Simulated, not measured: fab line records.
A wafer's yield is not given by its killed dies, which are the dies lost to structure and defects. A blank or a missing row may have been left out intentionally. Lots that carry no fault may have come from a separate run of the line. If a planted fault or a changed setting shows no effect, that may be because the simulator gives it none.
2 desks looking at one fault | flow n5-finfet | numbers are kept per desk, each desk with only its own; the story behind them comes last

THE METROLOGY DESK
Means of the sampled wafers that have a number, per lot and without regard to the tool the lot ran on: this is what the gauges read. A lot is out of limits, marked OUT, if its mean lies more than 4 standard deviations from the usual mean; the brackets give that distance. Shown here are 7 of its 10 readings, the ones lying furthest out on some lot.
Columns: A = IOFF_N at N5_BEOL_M4_RC_MEAS_101, usual 0.157 nA/um; B = IOFF_P at N5_BEOL_M4_RC_MEAS_101, usual 0.206 nA/um; C = ION_N at N5_BEOL_M4_RC_MEAS_101, usual 673 uA/um; D = ION_P at N5_BEOL_M4_RC_MEAS_101, usual 461 uA/um; E = SS_P at N5_BEOL_M4_RC_MEAS_101, usual 73.2 mV/dec; F = VT_N at N5_BEOL_M4_RC_MEAS_101, usual 249.9 mV; G = VT_P at N5_BEOL_M4_RC_MEAS_101, usual -250.6 mV
lot  | first seen here | A     | B     | C   | D   | E    | F     | G
L216 | day 8 10:10     | 0.152 | 0.209 | 662 | 457 | 73.6 | 252.5 | -251.4
L219 | day 9 07:38     | 0.153 | 0.205 | 665 | 459 | 73.4 | 250.3 | -251.2
L221 | day 9 13:46     | 0.191 | 0.251 | 675 | 464 | 73.9 | 247.7 | -247.4
L222 | day 9 14:26     | 0.151 | 0.182 | 675 | 460 | 73.2 | 250.0 | -252.2
L223 | day 9 19:16     | 0.158 | 0.190 | 670 | 455 | 73.5 | 250.0 | -251.9
L225 | day 10 18:02    | 0.156 | 0.205 | 673 | 465 | 72.7 | 249.3 | -249.7
L226 | day 10 21:17    | 0.167 | 0.215 | 678 | 458 | 73.0 | 249.2 | -252.6
L227 | day 11 07:20    | 0.159 | 0.209 | 676 | 462 | 72.9 | 248.8 | -251.2
L228 | day 11 11:57    | 0.195 | 0.265 | 686 | 472 | 73.0 | 245.3 | -244.5
L235 | day 13 01:10    | 0.143 | 0.208 | 675 | 468 | 72.8 | 250.0 | -247.3
This desk found nothing out of limits on any of the 10 lots.

TOOL OWNER'S DESK, cvd-co-01
The tool's own readings at N5_BEOL_M2_CVD_47 (deposits Co from CCTBA/H2, target thk 3 nm, time 223.8 s): means of the sampled wafers that have a number, for each lot that ran on this tool. A lot is out of limits, marked OUT, if its mean lies more than 4 standard deviations from the usual mean; the brackets give that distance.
Columns: A = run-length-s at N5_BEOL_M2_CVD_47, usual 247.0 s
lot  | first seen here | A
L219 | day 7 23:22     | 247.1
L222 | day 8 12:08     | 247.2
L223 | day 9 01:26     | 247.2
L225 | day 9 12:17     | 247.3
L226 | day 9 14:22     | 246.2
L227 | day 10 11:09    | 245.7
L228 | day 10 15:26    | 244.8 (-5.2) OUT
This desk finds L228 out of limits, L228 being first, at day 10 15:26 (run-length-s at N5_BEOL_M2_CVD_47). L219, L222, L223, L225, L226, L227 stayed within limits.

PUT TOGETHER
The tool owner's desk had the chance to raise an alarm at day 10 15:26 on L228.
From the metrology desk's view, nothing was out of limits.
The metrology desk holds a record of L228, inside its limits.
On cvd-co-01, each named lot ran N5_BEOL_M2_CVD_47.

WHAT HAD BEEN PUT IN BY THE SIMULATOR
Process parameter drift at N5_BEOL_M2_CVD_47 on cvd-co-01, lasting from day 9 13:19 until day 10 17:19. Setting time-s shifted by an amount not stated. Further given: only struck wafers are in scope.
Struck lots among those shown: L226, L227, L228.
Each desk's first reading out of limits, in hours after the fault started: the tool owner's desk, 26.
